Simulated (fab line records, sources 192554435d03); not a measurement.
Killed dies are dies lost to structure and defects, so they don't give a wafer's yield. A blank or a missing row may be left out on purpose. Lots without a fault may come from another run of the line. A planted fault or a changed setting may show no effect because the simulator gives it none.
Chamber matching | flow n5_finfet | N5_BEOL_M3_ETCH_77 on rie_diel-02: 4 sister chambers
The step etches underlayer in N2/H2, target depth 6.5 nm, time 5.2 s. 7 wafers are shown with their chamber, then 8 later ones without.

WAFERS WITH THEIR CHAMBER
wafer  | chamber | drypump_motor_current_A (A) | etch_rf_on_time_s (s)
L081.1 | 1       | 6.2                         | 5.27
L081.5 | 1       | 6.2                         | 5.26
L086.5 | 3       | 6.5                         | 5.30
L089.1 | 2       | 6.7                         | 5.40
L089.2 | 3       | 6.5                         | 5.32
L089.4 | 0       | 5.1                         | 4.83
L090.3 | 0       | 5.0                         | 4.81

WAFERS WITHOUT THEIR CHAMBER
wafer  | drypump_motor_current_A (A) | etch_rf_on_time_s (s)
L090.4 | 6.5                         | 5.37
L090.6 | 6.7                         | 5.40
L095.1 | 6.8                         | 5.41
L095.3 | 5.0                         | 4.87
L095.4 | 6.5                         | 5.34
L096.2 | 5.0                         | 4.87
L096.3 | 6.5                         | 5.33
L096.4 | 6.7                         | 5.38

WHICH CHAMBER EACH WENT THROUGH
wafer  | from the rows above     | in truth
L090.4 | can't be placed: 3 or 2 | 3
L090.6 | 2                       | 2
L095.1 | 2                       | 2
L095.3 | 0                       | 0
L095.4 | 3                       | 3
L096.2 | 0                       | 0
L096.3 | 3                       | 3
L096.4 | 2                       | 2
Placed correctly: 7 of 8. Can't be placed from these rows: 1 (the true chamber is among the candidates in 1). Placed wrongly: 0.
How it was worked out, from the rows above alone: a wafer's distance from a chamber is the root of the sum, over the readings, of the square of ((its reading less the chamber's mean) divided by the reading's scatter). The wafer belongs to the nearest chamber; if the next one is less than 2 further off, it can't be placed. A chamber's mean is the mean of its shown wafers. The scatter: the root of (the sum of the squares of (reading less its chamber's mean) over the shown wafers, divided by (wafers less chambers)).
